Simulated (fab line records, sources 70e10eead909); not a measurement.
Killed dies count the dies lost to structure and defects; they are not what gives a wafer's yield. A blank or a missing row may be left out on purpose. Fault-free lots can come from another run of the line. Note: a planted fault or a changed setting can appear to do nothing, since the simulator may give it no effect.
Check for tools in common / flow nand harc / Sampled: 12 lots, 36 wafers

== REASON IT WAS OPENED ==
At NHARC_A_SLIT_CD_MEAS_09 the reading cd nm is flagged on 3 of 12 lots. Wafers without a fault read 300.1 nm, standard deviation 0.62.
Rule: a lot is flagged when every wafer of it that has a number lies more than 4 standard deviations from that mean, or none has a number. The rest of the lots are taken to be sound.

lot=L430; measured=day 14 09:31; on=cd sem-03; cd nm (nm), wafer by wafer=300.3 299.3 299.0; flag=
lot=L433; measured=day 15 05:59; on=cd sem-02; cd nm (nm), wafer by wafer=299.8 299.9 299.5; flag=
lot=L434; measured=day 15 16:53; on=cd sem-02; cd nm (nm), wafer by wafer=298.9 300.3 300.5; flag=
lot=L435; measured=day 15 17:02; on=cd sem-03; cd nm (nm), wafer by wafer=300.5 300.0 299.5; flag=
lot=L439; measured=day 16 16:20; on=cd sem-01; cd nm (nm), wafer by wafer=300.8 299.9 299.4; flag=
lot=L440; measured=day 17 04:41; on=cd sem-01; cd nm (nm), wafer by wafer=300.2 300.6 299.7; flag=
lot=L441; measured=day 17 06:13; on=cd sem-01; cd nm (nm), wafer by wafer=300.1 300.3 300.8; flag=
lot=L444; measured=day 18 07:40; on=cd sem-01; cd nm (nm), wafer by wafer=304.4 305.6 304.5; flag=FLAGGED
lot=L447; measured=day 18 14:39; on=cd sem-01; cd nm (nm), wafer by wafer=303.5 302.8 303.5; flag=FLAGGED
lot=L449; measured=day 19 03:59; on=cd sem-03; cd nm (nm), wafer by wafer=301.0 300.0 300.7; flag=
lot=L452; measured=day 19 16:07; on=cd sem-01; cd nm (nm), wafer by wafer=301.4 300.1 300.6; flag=
lot=L450; measured=day 19 17:19; on=cd sem-03; cd nm (nm), wafer by wafer=303.6 303.9 303.0; flag=FLAGGED
The mean of the flagged lots' numbers is 303.9 nm, +3.8 nm from the usual (+6 standard deviations).

== WHICH TOOL EACH LOT WENT THROUGH ==
Before the reading, the record contains 3 process steps out of a 1159-step route. Every cell lists first the tool, next ch and the chambers used by the sampled wafers, and last the start.
lot=L430; flag=; NHARC_A_SGD_CUT_ETCH_15=rie diel-04 ch 0,2,3, day 14 09:23 or earlier; NHARC_A_SGD_CUT_STRIP_17=rie diel-04 ch 0,1,3, day 14 09:23 or earlier; NHARC_A_SLIT_EXPOSE_06=arfi scanner-02 ch 0, day 14 09:23
lot=L433; flag=; NHARC_A_SGD_CUT_ETCH_15=rie diel-03 ch 0,2, day 15 05:51 or earlier; NHARC_A_SGD_CUT_STRIP_17=rie diel-03 ch 0,1, day 15 05:51 or earlier; NHARC_A_SLIT_EXPOSE_06=arfi scanner-03 ch 0, day 15 05:51
lot=L434; flag=; NHARC_A_SGD_CUT_ETCH_15=rie diel-04 ch 0,3, day 15 16:45 or earlier; NHARC_A_SGD_CUT_STRIP_17=rie diel-04 ch 0,1, day 15 16:45 or earlier; NHARC_A_SLIT_EXPOSE_06=arfi scanner-02 ch 0, day 15 16:45
lot=L435; flag=; NHARC_A_SGD_CUT_ETCH_15=rie diel-03 ch 0,2,3, day 15 16:55 or earlier; NHARC_A_SGD_CUT_STRIP_17=rie diel-03 ch 1,2,3, day 15 16:55 or earlier; NHARC_A_SLIT_EXPOSE_06=arfi scanner-03 ch 0, day 15 16:55
lot=L439; flag=; NHARC_A_SGD_CUT_ETCH_15=rie diel-07 ch 0,1,3, day 16 16:12 or earlier; NHARC_A_SGD_CUT_STRIP_17=rie diel-07 ch 0,1,3, day 16 16:12 or earlier; NHARC_A_SLIT_EXPOSE_06=arfi scanner-01 ch 0, day 16 16:12
lot=L440; flag=; NHARC_A_SGD_CUT_ETCH_15=rie diel-07 ch 0,2,3, day 17 04:32 or earlier; NHARC_A_SGD_CUT_STRIP_17=rie diel-07 ch 0,1,3, day 17 04:32 or earlier; NHARC_A_SLIT_EXPOSE_06=arfi scanner-01 ch 0, day 17 04:32
lot=L441; flag=; NHARC_A_SGD_CUT_ETCH_15=rie diel-03 ch 1,2,3, day 17 06:05 or earlier; NHARC_A_SGD_CUT_STRIP_17=rie diel-03 ch 1,2,3, day 17 06:05 or earlier; NHARC_A_SLIT_EXPOSE_06=arfi scanner-02 ch 0, day 17 06:05
lot=L444; flag=FLAGGED; NHARC_A_SGD_CUT_ETCH_15=rie diel-04 ch 1,2, day 18 07:32 or earlier; NHARC_A_SGD_CUT_STRIP_17=rie diel-04 ch 0,1, day 18 07:32 or earlier; NHARC_A_SLIT_EXPOSE_06=arfi scanner-02 ch 0, day 18 07:32
lot=L447; flag=FLAGGED; NHARC_A_SGD_CUT_ETCH_15=rie diel-03 ch 1,2,3, day 18 14:31 or earlier; NHARC_A_SGD_CUT_STRIP_17=rie diel-03 ch 1,2, day 18 14:31 or earlier; NHARC_A_SLIT_EXPOSE_06=arfi scanner-02 ch 0, day 18 14:31
lot=L449; flag=; NHARC_A_SGD_CUT_ETCH_15=rie diel-03 ch 0,2,3, day 19 03:50 or earlier; NHARC_A_SGD_CUT_STRIP_17=rie diel-03 ch 0,1,2, day 19 03:50 or earlier; NHARC_A_SLIT_EXPOSE_06=arfi scanner-03 ch 0, day 19 03:50
lot=L452; flag=; NHARC_A_SGD_CUT_ETCH_15=rie diel-04 ch 0,2,3, day 19 15:58 or earlier; NHARC_A_SGD_CUT_STRIP_17=rie diel-04 ch 1,2, day 19 15:58 or earlier; NHARC_A_SLIT_EXPOSE_06=arfi scanner-03 ch 0, day 19 15:58
lot=L450; flag=FLAGGED; NHARC_A_SGD_CUT_ETCH_15=rie diel-03 ch 0,3, day 19 17:10 or earlier; NHARC_A_SGD_CUT_STRIP_17=rie diel-03 ch 1,2, day 19 17:10 or earlier; NHARC_A_SLIT_EXPOSE_06=arfi scanner-02 ch 0, day 19 17:10
What the steps here do:
- NHARC_A_SGD_CUT_ETCH_15: etches the open film in CH3F/O2, target depth 75 nm, time 64.3 s.
- NHARC_A_SGD_CUT_STRIP_17: strips in O2.
- NHARC_A_SLIT_EXPOSE_06: exposes mask SLIT.
- NHARC_A_SLIT_CD_MEAS_09: target cd 300 nm.

== FLAGGED OVER TOTAL, TOOL BY TOOL (the gauges that took the reading come last) ==
step=NHARC_A_SGD_CUT_ETCH_15; tool=rie diel-03; lots run=6; flagged=2; share of the flagged lots=some; sound lots run after its first flagged lot=1 (L449)
step=NHARC_A_SGD_CUT_ETCH_15; tool=rie diel-04; lots run=4; flagged=1; share of the flagged lots=some; sound lots run after its first flagged lot=1 (L452)
step=NHARC_A_SGD_CUT_ETCH_15; tool=rie diel-07; lots run=2; flagged=0; share of the flagged lots=none; sound lots run after its first flagged lot=-
step=NHARC_A_SGD_CUT_STRIP_17; tool=rie diel-03; lots run=6; flagged=2; share of the flagged lots=some; sound lots run after its first flagged lot=1 (L449)
step=NHARC_A_SGD_CUT_STRIP_17; tool=rie diel-04; lots run=4; flagged=1; share of the flagged lots=some; sound lots run after its first flagged lot=1 (L452)
step=NHARC_A_SGD_CUT_STRIP_17; tool=rie diel-07; lots run=2; flagged=0; share of the flagged lots=none; sound lots run after its first flagged lot=-
step=NHARC_A_SLIT_EXPOSE_06; tool=arfi scanner-01; lots run=2; flagged=0; share of the flagged lots=none; sound lots run after its first flagged lot=-
step=NHARC_A_SLIT_EXPOSE_06; tool=arfi scanner-02; lots run=6; flagged=3; share of the flagged lots=all; sound lots run after its first flagged lot=0
step=NHARC_A_SLIT_EXPOSE_06; tool=arfi scanner-03; lots run=4; flagged=0; share of the flagged lots=none; sound lots run after its first flagged lot=-
step=NHARC_A_SLIT_CD_MEAS_09; tool=cd sem-01; lots run=6; flagged=2; share of the flagged lots=some; sound lots run after its first flagged lot=1 (L452)
step=NHARC_A_SLIT_CD_MEAS_09; tool=cd sem-02; lots run=2; flagged=0; share of the flagged lots=none; sound lots run after its first flagged lot=-
step=NHARC_A_SLIT_CD_MEAS_09; tool=cd sem-03; lots run=4; flagged=1; share of the flagged lots=some; sound lots run after its first flagged lot=0
NHARC_A_SGD_CUT_ETCH_15 gives no start for some lots, so the hours and the order of its lots are those of NHARC_A_SLIT_EXPOSE_06. NHARC_A_SGD_CUT_STRIP_17 gives no start for some lots, so the hours and the order of its lots are those of NHARC_A_SLIT_EXPOSE_06.

== WHAT THE TABLE ALLOWS ==
1 row of the table ran every flagged lot: arfi scanner-02 at NHARC_A_SLIT_EXPOSE_06.
- arfi scanner-02 at NHARC_A_SLIT_EXPOSE_06: 3 of its 6 lots flagged. It ran its last sound lot, L441, at day 17 06:05 and its first flagged lot, L444, at day 18 07:32: a fault with its onset between the two fits. Its own readings lie more than 4 standard deviations out on every wafer of the flagged lots: exposure dose mJ cm2.
arfi scanner-02 at NHARC_A_SLIT_EXPOSE_06 is the single tool remaining.

== WHAT THE SIMULATOR HAD PUT IN ==
Process parameter drift: arfi scanner-02, from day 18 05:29 on, at NHARC_A_SLIT_EXPOSE_06. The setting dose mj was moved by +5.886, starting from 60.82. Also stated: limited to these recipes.
Shown lots that were struck: L444, L447, L450. This agrees with what the rule above found.
